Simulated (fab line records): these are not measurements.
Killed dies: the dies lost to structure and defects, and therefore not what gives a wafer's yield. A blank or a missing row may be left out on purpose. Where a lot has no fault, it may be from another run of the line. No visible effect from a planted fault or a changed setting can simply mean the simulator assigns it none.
Chamber matching | flow n5Finfet | N5_BEOL_M4_PECVD_72 on pecvd-03 has 3 sister chambers
The step deposits SiO2 from TEOS/O2, target thk 16 nm, time 18 s. 6 wafers are shown with their chamber, then 6 later ones without.

## WAFERS PAIRED WITH THEIR CHAMBERS
wafer  | chamber | throttleValvePct (%) | showerheadPlenumPTorr (Torr)
L215.6 | 2       | 21.7                 | 8.80
L220.3 | 1       | 23.0                 | 8.67
L224.3 | 1       | 22.7                 | 8.69
L224.6 | 0       | 24.2                 | 8.85
L225.2 | 0       | 24.4                 | 8.82
L225.5 | 2       | 21.9                 | 8.78

## WAFERS WITH NO CHAMBER GIVEN
wafer  | throttleValvePct (%) | showerheadPlenumPTorr (Torr)
L228.1 | 24.3                 | 8.83
L228.5 | 22.0                 | 8.78
L228.6 | 22.9                 | 8.69
L235.2 | 22.6                 | 8.69
L235.5 | 22.3                 | 8.79
L235.6 | 24.5                 | 8.86

## CHAMBER TAKEN BY EACH
wafer  | from the rows above | in truth
L228.1 | 0                   | 0
L228.5 | 2                   | 2
L228.6 | 1                   | 1
L235.2 | 1                   | 1
L235.5 | 2                   | 2
L235.6 | 0                   | 0
Placed correctly: 6 of 6. From these rows, 0 cannot be placed. Wrongly placed: 0.
How it was worked out, from the rows above alone: a wafer's distance from a chamber is the root of the sum, over the readings, of the square of ((its reading less the chamber's mean) divided by the reading's scatter). If the next closest chamber is less than 2 further off than the closest, the wafer can't be placed; otherwise it belongs to the closest. For every chamber, the mean is computed from those of its wafers that are shown. The scatter: the root of (the sum of the squares of (reading less its chamber's mean) over the shown wafers, divided by (wafers less chambers)).
